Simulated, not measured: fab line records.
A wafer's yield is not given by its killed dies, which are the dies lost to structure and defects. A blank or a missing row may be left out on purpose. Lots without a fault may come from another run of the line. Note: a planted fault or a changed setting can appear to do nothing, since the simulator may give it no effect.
fab line records + flow n5-finfet
[record]
- lots = 3
- wafers = 9
- last-day = 17
route steps=1938 shown BEOL_M15@1800 PASS1_DEP@1831 MIM_BOT@1832 MIM_TOP@1834 MIM_TOP_LITHO@1839 PASSIVATION@1936
lots untouched by any fault: they come from a run of this same line in which no faults occurred
start-h: the number of hours between the record's first day and the start of the first shown wafer of the lot + wait-h: time in hours since the lot's previous step + " repeats the value in the row above + L1.1+2: a row that stands for several wafers + - no value present, or no start provided + * or withheld: withheld + < > ~ a bound
route shown NAME@n: NAME is a module with steps in the file, n the number in the route of the first one + usual: the fault-free wafers' mean and standard deviation + same: alike in all rows + chamber/n: place in a boat + sites: the reading at each site + _std_site: standard deviation of those values + _edge_site: mean of outer sites minus mean of inner sites + radius-mm: how far each site lies from the wafer's centre + mask NAME#n: copy n + behind: the most recent tool/chamber to have shaped the wafer + hold: the reason the lot was held/the length of the hold in hours/how it ended + device: which transistor (n, p or np) failed to switch + end of line: the same wafers' tests at the end of the route + where a step has no rows: the recipe by itself + killed: the dies lost at the first sort to structure and to defects; this is not the yield of the wafer + map: dies across one wafer; x = killed, . = not, _ = none there
set.NAME: setting as actually run; set.NAME@STEP: the setting as run at that earlier step + model.NAME: the simulator's own value behind a step, which no gauge read
a table for each step, a row for each wafer; lots at some steps of the route
services: the hour from which a tool's chamber was out of use, counted from the record's first day as start-h (under 0 if before that day), plus the number of hours and why
[[steps]]
[step N5_BEOL_M15_EXPOSE_25]
[recipe]
- mask-id = M15
- na = 0.8
- source-shape = annular
- sigma-inner = 0.5
- sigma-outer = 0.8
- polarization = unpolarized
- target-cd-nm = 400
- dose-mj = 35.5
[step N5_BEOL_M15_PEB_26]
[recipe]
- peb-temp-c = 130
- peb-time-s = 90
[step N5_BEOL_M15_DEVELOP_27]
[recipe]
- develop-time-s = 45
- rinse-liquid = diw
- dry = air-spin
- dev-temp-c = 21
[step N5_BEOL_M15_HARDBAKE_32]
[recipe]
- temp-c = 130
- time-s = 120
[step N5_BEOL_M15_DESCUM_33]
[recipe]
- chemistry = O2
- time-s = 7.9
- source-power-w = 50
- bias-power-w = 20
- pressure-mtorr = 20
- rf-frequency-hz = 2.712e+07
- temp-c = 40
- o2-flow-sccm = 225
[step N5_BEOL_M15_ETCH_61]
[recipe]
- chemistry = N2/H2
- target = BARC
- target-depth-a = 890
- overetch-a = 267
- time-s = 67.9
- ion-energy-ev = 200
- pressure-mtorr = 30
- source-w = 840
- bias-w = 150
- n2-flow-sccm = 200
- h2-flow-sccm = 200
[step N5_BEOL_M15_TRENCH_ETCH_34]
[recipe]
- chemistry = C4F8/O2/Ar
- target = SiO2
- target-depth-a = 8729.3
- he-inner-torr = 15
- he-outer-torr = 30
- time-s = 199
- ion-energy-ev = 800
- pressure-mtorr = 20
- source-w = 1905
- bias-w = 2040
- Ar_flow_sccm = 400
- C4F8_flow_sccm = 16
- O2_flow_sccm = 12
[step N5_BEOL_M15_STRIP_36]
[recipe]
- chemistry = O2
- power-w = 600
- temp-c = 60
- pressure-mtorr = 30
- rf-frequency-hz = 6e+07
- bias-power-w = 0
- overash-fraction = 0.3
- o2-flow-sccm = 225
[step N5_BEOL_M15_STRIP_62]
[recipe]
- chemistry = O2
- power-w = 600
- temp-c = 60
- pressure-mtorr = 30
- rf-frequency-hz = 6e+07
- bias-power-w = 0
- overash-fraction = 0.3
- o2-flow-sccm = 225
[usual]
- drypump-motor-current-A = 5.8/0.4
- oes-product-au = 0.80/0.096
- rf-vpp-V = 3.6/0.45
- showerhead-plenum-p-Torr = 2.09/0.081
- throttle-valve-pct = 16.63/0.25
[same]
- overash-fraction = 0.3
| lot.wafer | tool        | chamber | start-h | wait-h | drypump-motor-current-A | oes-product-au | rf-hours-counter-h | rf-vpp-V | showerhead-plenum-p-Torr | throttle-valve-pct |
|-----------|-------------|---------|---------|--------|-------------------------|----------------|--------------------|----------|--------------------------|--------------------|
| L964.1    | rie-diel-04 | 0       | 328.51  | -      | 5.5                     | 1.00           | 2                  | 3.3      | 2.22                     | 16.39              |
| L964.2    | "           | 3       | "       | "      | 6.3                     | 0.81           | 95                 | 3.0      | 2.22                     | 16.82              |
| L964.3    | "           | 2       | "       | "      | 5.8                     | 0.70           | 211                | 3.5      | 2.05                     | 16.66              |
| L972.1    | rie-diel-04 | 3       | 373.61  | -      | 6.3                     | 0.79           | 108                | 3.7      | 2.22                     | 16.83              |
| L972.2    | "           | 0       | "       | "      | 5.5                     | 0.95           | 14                 | 3.9      | 2.22                     | 16.44              |
| L972.4    | "           | 1       | "       | "      | 5.2                     | 0.89           | 33                 | 3.6      | 2.15                     | 16.49              |
| L973.1    | rie-diel-02 | 0       | 385.89  | -      | 5.7                     | 0.85           | 57                 | 3.4      | 2.13                     | 16.46              |
| L973.4    | "           | 2       | "       | "      | 5.9                     | 0.71           | 207                | 3.1      | 2.08                     | 17.00              |
| L973.5    | "           | 3       | "       | "      | 4.9                     | 0.93           | -                  | 3.1      | 2.25                     | 16.74              |
[step N5_BEOL_M15_STRIP_37]
[recipe]
- chemistry = O2
- power-w = 600
- temp-c = 60
- pressure-mtorr = 30
- rf-frequency-hz = 6e+07
- bias-power-w = 0
- overash-fraction = 0.3
- o2-flow-sccm = 225
[step N5_BEOL_M15_ETCH_38]
[recipe]
- chemistry = CF4/N2
- target = SiCN
- target-depth-a = 1064
- taper-deg = 2
- time-s = 120.5
- ion-energy-ev = 150
- mask-material = SiO2
- pressure-mtorr = 40
- source-w = 430
- bias-w = 70
- Ar_flow_sccm = 100
- cf4-flow-sccm = 60
- n2-flow-sccm = 60
[step N5_BEOL_M15_PRECLEAN_39]
[recipe]
- chemistry = residue-remover
- time-s = 60
- temp-c = 40
[step N5_BEOL_M15_SRD_40]
[recipe]
- time-s = 30
- temp-c = 23
- rinse-liquid = diw
- dry = n2-spin
- spin-rpm = 1500
- dry-time-s = 30
[step N5_BEOL_M15_DEGAS_41]
[recipe]
- ambient = vacuum
- temp-c = 300
- time-s = 60
[step N5_BEOL_M15_PRE_CLEAN_42]
[recipe]
- gas = H2/He
- time-s = 30
- temp-c = 300
[step N5_BEOL_M15_SPUTTER_43]
[recipe]
- material = TaN
- target-thk-a = 150
- temp-c = 50
- bias-v = 168.6
- power-w = 15000
- chamber-pressure-pa = 0.12
- time-s = 24.19
[step N5_BEOL_M15_SPUTTER_44]
[recipe]
- material = Ta
- target-thk-a = 150
- temp-c = 50
- bias-v = 80
- power-w = 15000
- chamber-pressure-pa = 0.07
- time-s = 24.19
[step N5_BEOL_M15_SPUTTER_45]
[recipe]
- material = Cu
- target-thk-a = 1000
- temp-c = -20
- bias-v = 60
- power-w = 26000
- chamber-pressure-pa = 0.13
- time-s = 16.67
[step N5_BEOL_M15_ECD_47]
[recipe]
- material = Cu
- target-thk-a = 18600
[step N5_BEOL_M15_ANNEAL_48]
[recipe]
- temp-c = 225
- time-s = 90
- ambient = N2
[step N5_BEOL_M15_CMP_49]
[recipe]
- stop-on = SiO2
- t-overpolish-s = 4.9
- down-force-psi = 2
- platen-rpm = 80
- clearing-platen-down-force-psi = 2
- clearing-platen-rpm = 80
- post-cmp-clean = cu-alkaline
- target-thk-nm = 850
- clearing-platen-pad-velocity-m-s = 1.5917
- pad-velocity-m-s = 1.5917
[step N5_BEOL_M15_PRE_CLEAN_52]
[recipe]
- gas = NH3
- time-s = 15
- temp-c = withheld
- rf-power-w = 300
[step N5_BEOL_M15_DEP_53]
[recipe]
- material = SiCN
- target-thk-a = 500
- temp-c = withheld
- precursor = 3MS/NH3
- pressure-torr = 3
- rf-w = 675
- time-s = 17.8
[step N5_PASSIVATION_PECVD_00]
[recipe]
- material = SiO2
- target-thk-a = 2000
- temp-c = 400
- precursor = SiH4/N2O
- pressure-torr = 2.7
- rf-w = 608
- time-s = 11.2
[step N5_MIM_BOT_DEGAS_01]
[recipe]
- ambient = vacuum
- temp-c = 300
- time-s = 60
[step N5_MIM_BOT_SPUTTER_00]
[recipe]
- material = TiN
- target-thk-a = 350
- temp-c = 200
- power-w = 3000
- chamber-pressure-pa = 0.49996
- gas = Ar
- reactive-partial-pa = 0.37997
- time-s = 89.7
[step N5_MIM_TOP_ALD_00]
[recipe]
- material = Al2O3
- target-thk-a = *
- temp-c = withheld
- ald-precursor-family = TMA
- ald-co-reactant = O3
- pulse-time-s = withheld
- purge-time-s = 3
- co-reactant-purge-time-s = withheld
- co-reactant-pulse-time-s = 3
- ald-cycles = withheld
[step N5_MIM_TOP_ALD_01]
[recipe]
- material = HfO2
- target-thk-a = 56
- temp-c = withheld
- ald-precursor-family = Hf-amide
- ald-co-reactant = O3
- pulse-time-s = 1
- purge-time-s = 3
- co-reactant-purge-time-s = 2
- co-reactant-pulse-time-s = 3
- ald-cycles = 62
[step N5_MIM_TOP_ALD_02]
[recipe]
- material = Al2O3
- target-thk-a = *
- temp-c = withheld
- ald-precursor-family = TMA
- ald-co-reactant = O3
- pulse-time-s = withheld
- purge-time-s = 3
- co-reactant-purge-time-s = withheld
- co-reactant-pulse-time-s = 3
- ald-cycles = withheld
[step N5_MIM_TOP_DEGAS_04]
[recipe]
- ambient = vacuum
- temp-c = 300
- time-s = 60
[step N5_MIM_TOP_SPUTTER_03]
[recipe]
- material = TiN
- target-thk-a = 350
- temp-c = 200
- power-w = 3000
- chamber-pressure-pa = 0.49996
- gas = Ar
- reactive-partial-pa = 0.37997
- time-s = 89.7
[step N5_MIM_TOP_LITHO_HMDS_01]
[recipe]
- time-s = 60
- temp-c = 120
[step N5_MIM_TOP_LITHO_COAT_02]
[recipe]
- spin-rpm = *
- resist-thk-nm = *
[step N5_MIM_TOP_LITHO_EBR_04]
[recipe]
- solvent = PGMEA
- ebr-width-mm = 1.5
[step N5_PASSIVATION_PROBE_49]
[usual]
- defect-limited-yield = 91.2/1.4
- killed_at_M0_to_M3 = 35/11
- killed_at_M4_up = 14/5.6
- killed-at-contacts = 12/5.6
- killed-at-front-end = 38/11
- killed-at-other = 4/3.4
- killed-dies = 103/17
- killed-open = 68/12
- killed-short = 33/8.8
- sort_bin_5_function = 5.1/0.89
- sort_bin_6_memory = 3.3/0.71
- sort-n-pass = 1077/17
- sort-yield-pct = 91.2/1.4
[same]
- gross-dies = 1180
- killed-at-back-side = 0
- sort_bin_4_leakage[%] = 0
- sort_bin_8_speed[%] = 0
| lot.wafer | tool      | chamber | start-h | wait-h | defect-limited-yield[%] | killed_at_M0_to_M3 | killed_at_M4_up | killed-at-contacts | killed-at-front-end | killed-at-other | killed-dies | killed-open | killed-short | sort_bin_5_function[%] | sort_bin_6_memory[%] | sort-n-pass | sort-yield-pct[%] |
|-----------|-----------|---------|---------|--------|-------------------------|--------------------|-----------------|--------------------|---------------------|-----------------|-------------|-------------|--------------|------------------------|----------------------|-------------|-------------------|
| L972.2    | prober-01 | -       | 395.22  | 0.8    | 81.4                    | 35                 | 134             | 9                  | 42                  | 0               | 220         | 76          | 31           | 11.7                   | 5.8                  | 960         | 81.4              |
// killed by level:class
L972.2 BEOL_M15:unspecified=113 STI_FIN_REVEAL:geometric-particle:open=12 BEOL_M3:geometric-particle:open=12 BEOL_M4:geometric-particle:open=11 BEOL_M0_SAQP:geometric-particle:short=7 MOL_CONTACT_COAG:geometric-particle:open=6 BEOL_M1:geometric-particle:open=6 STI_FIN_REVEAL:geometric-particle:short=5
// map L972.2 (x killed, . not)
_________________............________________
______________.......x.........._____________
___________.....x.....x.x..........__________
__________.....x.................x.x_________
________x.......................x....._______
_______........x.......x..x......x.....______
______......x...x..................x...._____
_____......x...........x.............x..x____
____................x.x.............x...x.___
___x...........x...xx....x...........x.....__
___.x.x.x..xx....x....xx..........x........__
__........................xx.x.............._
__.....................................x...._
_.......................x...x................
_x.....xxx..........x..x.........x........x..
_......x...x...x..............x........x...x.
_..x.......x.................................
_x..x.x...............................x......
_.....xx.......x.x.....................x....x
_............x................x..........x...
_..x....x.........x..x.......................
__..............xx.xxxx......xx............._
__........x...x..xxx.xxx...xx.........xx..x._
___.....x.....xxxxxxxxxxxx...x.............__
___..........xxxxxxxxxxx.xxx..x....x.......__
____..........xxxxxxxxxxxxxxx.......xx....___
_____........xxx.xxxxxxxxxxx.....x.......____
______.....x.x.xxxxxxx.xxxxxx..........._____
_______.....x....xxxxxxxxxx.....x......______
________.......xx.xxxxxxxxx..........._______
__________..x..x..xxxxx.x.x........._________
___________...x...xxx.xx.......x...__________
______________......xxx...x....._____________
_________________x...........________________
// map L964.3 (x killed, . not)
_________________............________________
______________.......x.x.x....x._____________
___________xx...x..x....x..........__________
__________x..x.........x.x.........._________
________.x...........x............x..._______
_______......x........x................______
______....x...........x...........x....._____
_____........x...........................____
____..............x.......................___
___.....x..........x...........x.......x.x.__
___...x....x........................xx.....__
__...................x...x...x.............._
__....xx.......x......x..........x.........._
_.....x..x....x.................x.....x......
_.....x..................x...xxxx......x.....
_.....x................x.x......x............
_......x........................x...x...x...x
_........x....x....x..........x.x...xx.......
_....................x.......................
_.x.x..........x........................x...x
_.......................................x....
__.............x..........x.....x..x........_
__.....................x.............x...x.._
___.....x...................x..............__
___.....x........................x......x..__
____.................x....................___
_____xx....x.....x...............x......x____
______...........................x......_____
_______....x...........................______
________..x.x............xx..........._______
__________.........................._________
___________..........x..x..xx......__________
______________.........x....x..._____________
_________________........x...________________
[[services]]
| tool        | chamber | start-h | hours | kind                          |
|-------------|---------|---------|-------|-------------------------------|
| rie-diel-04 | 0       | 307.97  | -     | clean                         |
| rie-diel-04 | 0       | 307.97  | -     | consumable-replace:focus-ring |
| rie-diel-04 | 0       | 307.97  | -     | consumable-replace:showerhead |
| rie-diel-04 | 0       | 307.97  | 12.6  | scheduled-down                |
| rie-diel-04 | 0       | 307.97  | 12.6  | vent-cycle                    |
| rie-diel-02 | 3       | 325.04  | -     | clean                         |
| rie-diel-02 | 3       | 325.04  | -     | consumable-replace:focus-ring |
| rie-diel-02 | 3       | 325.04  | -     | consumable-replace:showerhead |
| rie-diel-02 | 3       | 325.04  | 14.1  | scheduled-down                |
| rie-diel-02 | 3       | 325.04  | 14.1  | vent-cycle                    |
| rie-diel-04 | 1       | 350.14  | 7.9   | repair                        |
| rie-diel-04 | 0       | 378.54  | 9.7   | repair                        |
[[key]]
[first-sign]
- step = N5_PASSIVATION_PROBE_49
- reading = killed_at_M4_up
- direction = up
- sigmas = 22
- usual = 14
- struck = 134
[effect]
- step = N5_PASSIVATION_PROBE_49
- reading = killed-dies
- direction = up
- sigmas = 6.9
- usual = 103
- struck = 220
[more-kills-born-at]
- N5_BEOL_M15_STRIP_62@rie-diel-04 = 113
met-at N5_BEOL_M15_STRIP_62
struck-wafers L972.2
onset-between 328.51 373.61
[fault]
- kind = chamber-particle-source
- tool = rie-diel-04
- chamber = 0
- onset-h = 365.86
- steps = N5_BEOL_M15_STRIP_62
- rate-per-visit-cm2 = 0.55532
- end-h = 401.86
